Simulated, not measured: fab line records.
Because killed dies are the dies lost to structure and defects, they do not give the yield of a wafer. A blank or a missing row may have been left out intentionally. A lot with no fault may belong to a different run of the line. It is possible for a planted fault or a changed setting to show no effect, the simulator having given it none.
One fault through the eyes of 2 desks || flow nandHarc || each desk has only its own numbers; what lay behind them comes last

THE TOOL OWNER'S DESK: krfScanner-02
The tool's own readings at NHARC_P_GATE_EXPOSE_56 (exposes mask P PSD, target cd 720 nm): means of the sampled wafers that have a number, for each lot that ran on this tool. Marked OUT: a lot whose mean sits more than 4 standard deviations from the usual mean, which makes it out of limits; the brackets give that distance.
Columns: A = exposureDoseMJCm2 at NHARC_P_GATE_EXPOSE_56, usual 14.810
{"lot": "L717", "first seen here": "day 4 19:45", "A": 14.815}
{"lot": "L722", "first seen here": "day 6 12:34", "A": 14.833}
{"lot": "L724", "first seen here": "day 7 18:55", "A": "10.828 (-99 or more) OUT"}
{"lot": "L727", "first seen here": "day 8 22:23", "A": "10.817 (-99 or more) OUT"}
{"lot": "L728", "first seen here": "day 9 02:19", "A": "10.798 (-99 or more) OUT"}
This desk's finding: out of limits on L724, L727, L728; first on L724, day 7 18:55 (exposureDoseMJCm2 at NHARC_P_GATE_EXPOSE_56). In limits: L717, L722.

THE METROLOGY DESK
What the gauges read for every lot (on any tool): the sampled wafers with a number, averaged. Marked OUT: a lot whose mean sits more than 4 standard deviations from the usual mean, which makes it out of limits; the brackets give that distance.
Columns: A = cdNm at NHARC_P_GATE_CD_MEAS_59, usual 720.3 nm
{"lot": "L717", "first seen here": "day 4 19:54", "A": 721.0}
{"lot": "L720", "first seen here": "day 6 06:16", "A": 720.1}
{"lot": "L722", "first seen here": "day 6 12:43", "A": 718.9}
{"lot": "L724", "first seen here": "day 7 19:04", "A": "666.0 (-30) OUT"}
{"lot": "L726", "first seen here": "day 8 16:59", "A": 721.3}
{"lot": "L727", "first seen here": "day 8 22:32", "A": "666.4 (-30) OUT"}
{"lot": "L728", "first seen here": "day 9 02:28", "A": "665.9 (-30) OUT"}
{"lot": "L731", "first seen here": "day 10 12:29", "A": 721.8}
{"lot": "L735", "first seen here": "day 12 05:48", "A": 722.2}
{"lot": "L736", "first seen here": "day 12 20:50", "A": 722.0}
{"lot": "L739", "first seen here": "day 13 19:17", "A": 717.6}
This desk's finding: out of limits on L724, L727, L728; first on L724, day 7 19:04 (cdNm at NHARC_P_GATE_CD_MEAS_59). In limits: L717, L720, L722, L726, L731, L735, L736, L739.

BROUGHT TOGETHER
On L724, L727, L728, at day 7 18:55, an alarm was possible from the tool owner's desk.
On L724, L727, L728, the metrology desk was in a position to raise an alarm at day 7 19:04.
On krfScanner-02, each named lot ran NHARC_P_GATE_EXPOSE_56.

WHAT WAS PUT IN BY THE SIMULATOR
Drift in process parameters on krfScanner-02 at NHARC_P_GATE_EXPOSE_56, starting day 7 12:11. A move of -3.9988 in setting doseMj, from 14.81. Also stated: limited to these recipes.
Shown lots that were struck: L724, L727, L728.
Counting hours from when the fault started, the first reading out of limits came at 7 for the tool owner's desk and at 7 for the metrology desk.
